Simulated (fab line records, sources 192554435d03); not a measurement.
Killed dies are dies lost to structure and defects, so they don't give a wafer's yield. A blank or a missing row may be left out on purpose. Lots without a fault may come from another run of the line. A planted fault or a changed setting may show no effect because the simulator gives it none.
Split-lot experiment | flow n5_finfet | 7 lots, 39 wafers read, on a route of 1938 steps

THE SPLIT
At N5_BEOL_M11_VIA_ETCH_34 (etches SiCOH lowk in C4F6/O2, target depth 184.5 nm, time 69.2 s), the setting target_depth_a was moved away from the recipe's 1845 angstrom on 18 of the 39 wafers read, by -56.7% to +39.2%. The other wafers ran this setting at the recipe's value.

The reading is taken at the split's own step.

THE READING
SOC_of_BEOL_M11_COAT_63.thk_nm (the simulator's own value, which no gauge read), in nm, at N5_BEOL_M11_VIA_ETCH_34 (etches SiCOH lowk in C4F6/O2, target depth 184.5 nm, time 69.2 s). The file gives no usual value for it. The 21 wafers here that ran the recipe average 91.9 nm, standard deviation 0.41 nm.

wafer  | tool, chamber at the split | target_depth_a as run, angstrom | against the recipe | SOC_of_BEOL_M11_COAT_63.thk_nm, nm | against lot-mates on the recipe
L078.2 | rie_diel-05, 1             | 1845                            | recipe             | 92.6                               | -
L078.4 | rie_diel-05, 0             | 1845                            | recipe             | 92                                 | -
L078.6 | rie_diel-05, 1             | 1845                            | recipe             | 92.2                               | -
L081.1 | rie_diel-02, 1             | 2304                            | +24.9%             | 90.2                               | -1.7
L081.2 | rie_diel-02, 2             | 1845                            | recipe             | 91.6                               | -
L081.3 | rie_diel-02, 3             | 2304                            | +24.9%             | 90                                 | -1.9
L081.4 | rie_diel-02, 0             | 2304                            | +24.9%             | 90                                 | -1.9
L081.5 | rie_diel-02, 1             | 1845                            | recipe             | 92.2                               | -
L081.6 | rie_diel-02, 0             | 1845                            | recipe             | 91.8                               | -
L087.1 | rie_diel-02, 0             | 1539                            | -16.6%             | 93                                 | +1.0
L087.2 | rie_diel-02, 1             | 1845                            | recipe             | 92.2                               | -
L087.3 | rie_diel-02, 3             | 1845                            | recipe             | 92.2                               | -
L087.4 | rie_diel-02, 2             | 1845                            | recipe             | 91.6                               | -
L087.5 | rie_diel-02, 3             | 1539                            | -16.6%             | 92.8                               | +0.8
L087.6 | rie_diel-02, 0             | 1539                            | -16.6%             | 92.8                               | +0.8
L088.1 | rie_diel-05, 3             | 1845                            | recipe             | 92                                 | -
L088.2 | rie_diel-05, 2             | 1187                            | -35.7%             | 94.8                               | +2.5
L088.3 | rie_diel-05, 0             | 1187                            | -35.7%             | 95                                 | +2.7
L088.4 | rie_diel-05, 1             | 1187                            | -35.7%             | 95.6                               | +3.3
L088.5 | rie_diel-05, 2             | 1845                            | recipe             | 92.2                               | -
L088.6 | rie_diel-05, 1             | 1845                            | recipe             | 92.8                               | -
L094.1 | rie_diel-06, 0             | 2568                            | +39.2%             | 88.2                               | -3.4
L094.2 | rie_diel-06, 3             | 2568                            | +39.2%             | 88.8                               | -2.8
L094.3 | rie_diel-06, 1             | 1845                            | recipe             | 92                                 | -
L094.4 | rie_diel-06, 2             | 1845                            | recipe             | 91.6                               | -
L094.5 | rie_diel-06, 2             | 1845                            | recipe             | 91.2                               | -
L094.6 | rie_diel-06, 1             | 2568                            | +39.2%             | 89.2                               | -2.4
L097.1 | rie_diel-06, 0             | 1845                            | recipe             | 92                                 | -
L097.2 | rie_diel-06, 1             | 2558                            | +38.6%             | 89.4                               | -2.3
L097.3 | rie_diel-06, 2             | 2558                            | +38.6%             | 88.6                               | -3.1
L097.4 | rie_diel-06, 3             | 2558                            | +38.6%             | 88.8                               | -2.9
L097.5 | rie_diel-06, 3             | 1845                            | recipe             | 91.8                               | -
L097.6 | rie_diel-06, 2             | 1845                            | recipe             | 91.4                               | -
L095.1 | rie_diel-06, 2             | 798.6                           | -56.7%             | 96                                 | +4.3
L095.2 | rie_diel-06, 0             | 798.6                           | -56.7%             | 96.2                               | +4.5
L095.3 | rie_diel-06, 3             | 1845                            | recipe             | 91.6                               | -
L095.4 | rie_diel-06, 1             | 798.6                           | -56.7%             | 96.4                               | +4.7
L095.5 | rie_diel-06, 1             | 1845                            | recipe             | 92.2                               | -
L095.6 | rie_diel-06, 2             | 1845                            | recipe             | 91.2                               | -

THE FIT
A straight line over all 39 wafers: SOC_of_BEOL_M11_COAT_63.thk_nm changes by -0.0784 nm for each +1% of target_depth_a; r = -0.98; the points scatter about the line by 0.4 nm.
The same after taking each lot's own level away (the mean of its wafers on the recipe; 39 wafers): -0.0757 nm for each +1%; r = -0.99; scatter 0.33 nm.
On that fit, the largest move of target_depth_a shifts the reading by 4.3 nm.
The lots' own levels span 91.60 to 92.33 nm, that is 1.8 times the standard deviation above.
So the lot-to-lot level changes the slope little: the two slopes agree.
Check: with one of the wafers moved furthest among these (-56.7%) left out of the fit, the line predicts +4.31 nm for it against its lot-mates. It came out at +4.33 nm against them.

THE WHOLE CHAIN: every reading that the file lists as answering this split, in the file's order
step                    | what it does                                                     | reading                                                                         | change (the file's fit)                | r (the file's)
N5_BEOL_M11_VIA_ETCH_34 | etches SiCOH lowk in C4F6/O2, target depth 184.5 nm, time 69.2 s | etch.depth_nm (the simulator's own value, which no gauge read)                  | +1.8 nm for each +1% of the setting    | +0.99
N5_BEOL_M11_VIA_ETCH_34 | etches SiCOH lowk in C4F6/O2, target depth 184.5 nm, time 69.2 s | SOC_of_BEOL_M11_COAT_63.thk_nm (the simulator's own value, which no gauge read) | -0.0757 nm for each +1% of the setting | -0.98

THE FILE'S OWN FIT
SOC_of_BEOL_M11_COAT_63.thk_nm changes by -0.0757 nm for each +1% of target_depth_a, r = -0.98.
